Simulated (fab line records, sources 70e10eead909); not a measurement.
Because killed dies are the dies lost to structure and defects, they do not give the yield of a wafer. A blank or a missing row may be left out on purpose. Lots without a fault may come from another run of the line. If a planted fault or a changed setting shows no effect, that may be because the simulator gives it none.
Chamber matching + flow nand harc + 3 sister chambers for NHARC_P_M1_PRE_CLEAN_32 on pecvd-01
The step time 12 s. 3 wafers are shown with their chamber, then 12 later ones without.

## WAFERS, EACH WITH ITS CHAMBER
| wafer  | chamber | heater power w (W) |
|--------|---------|--------------------|
| L087.1 | 1       | 610                |
| L087.2 | 2       | 602                |
| L087.6 | 0       | 603                |

## WAFERS MISSING THEIR CHAMBER
| wafer  | heater power w (W) |
|--------|--------------------|
| L090.1 | 599                |
| L090.4 | 551                |
| L090.6 | 586                |
| L091.1 | 572                |
| L091.2 | 590                |
| L091.4 | 572                |
| L096.2 | 643                |
| L096.4 | 651                |
| L096.6 | 617                |
| L097.2 | 622                |
| L097.4 | 601                |
| L097.6 | 650                |

## WHICH CHAMBER EACH ONE RAN IN
| wafer  | from the rows above          | in truth |
|--------|------------------------------|----------|
| L090.1 | can't be placed: 2 or 0 or 1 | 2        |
| L090.4 | can't be placed: 2 or 0 or 1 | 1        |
| L090.6 | can't be placed: 2 or 0 or 1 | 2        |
| L091.1 | can't be placed: 2 or 0 or 1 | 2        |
| L091.2 | can't be placed: 2 or 0 or 1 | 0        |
| L091.4 | can't be placed: 2 or 0 or 1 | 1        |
| L096.2 | can't be placed: 1 or 0 or 2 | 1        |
| L096.4 | can't be placed: 1 or 0 or 2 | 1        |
| L096.6 | can't be placed: 1 or 0 or 2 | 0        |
| L097.2 | can't be placed: 1 or 0 or 2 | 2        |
| L097.4 | can't be placed: 2 or 0 or 1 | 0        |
| L097.6 | can't be placed: 1 or 0 or 2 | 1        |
Correct placement for 0 of the 12. Not placeable from these rows: 12 (in 12, the candidates include the true chamber). Number placed wrongly: 0.
How it was worked out, from the rows above alone: a wafer's distance from a chamber is the root of the sum, over the readings, of the square of ((its reading less the chamber's mean) divided by the reading's scatter). The wafer belongs to the nearest chamber; if the next one is less than 2 further off, it can't be placed. Each chamber's mean is taken over the wafers shown for it. The scatter: with one shown wafer a chamber, the root of the mean of the squares of how far each hidden wafer lies from its nearest shown one.
